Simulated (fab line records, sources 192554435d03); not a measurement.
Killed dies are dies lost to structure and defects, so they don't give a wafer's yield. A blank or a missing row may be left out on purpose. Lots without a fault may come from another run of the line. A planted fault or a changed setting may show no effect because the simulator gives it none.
Chamber matching | flow n5_finfet | N5_HKMG_FIN_ETCH_35 on rie_diel-05: 4 sister chambers
The step etches SOC in N2/H2, target depth 215.8 nm, time 243.4 s. 4 wafers are shown with their chamber, then 8 later ones without.

WAFERS WITH THEIR CHAMBER
wafer  | chamber | showerhead_plenum_p_Torr (Torr)
L083.6 | 0       | 2.44
L089.1 | 3       | 2.60
L089.2 | 2       | 2.69
L094.2 | 1       | 2.59

WAFERS WITHOUT THEIR CHAMBER
wafer  | showerhead_plenum_p_Torr (Torr)
L094.3 | 2.43
L094.6 | 2.59
L092.4 | 2.59
L092.5 | 2.59
L092.6 | 2.43
L096.1 | 2.68
L096.3 | 2.43
L096.5 | 2.43

WHICH CHAMBER EACH WENT THROUGH
wafer  | from the rows above     | in truth
L094.3 | 0                       | 0
L094.6 | can't be placed: 1 or 3 | 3
L092.4 | can't be placed: 1 or 3 | 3
L092.5 | can't be placed: 1 or 3 | 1
L092.6 | 0                       | 0
L096.1 | 2                       | 2
L096.3 | 0                       | 0
L096.5 | 0                       | 0
Placed correctly: 5 of 8. Can't be placed from these rows: 3 (the true chamber is among the candidates in 3). Placed wrongly: 0.
How it was worked out, from the rows above alone: a wafer's distance from a chamber is the root of the sum, over the readings, of the square of ((its reading less the chamber's mean) divided by the reading's scatter). The wafer belongs to the nearest chamber; if the next one is less than 2 further off, it can't be placed. A chamber's mean is the mean of its shown wafers. The scatter: with one shown wafer a chamber, the root of the mean of the squares of how far each hidden wafer lies from its nearest shown one.
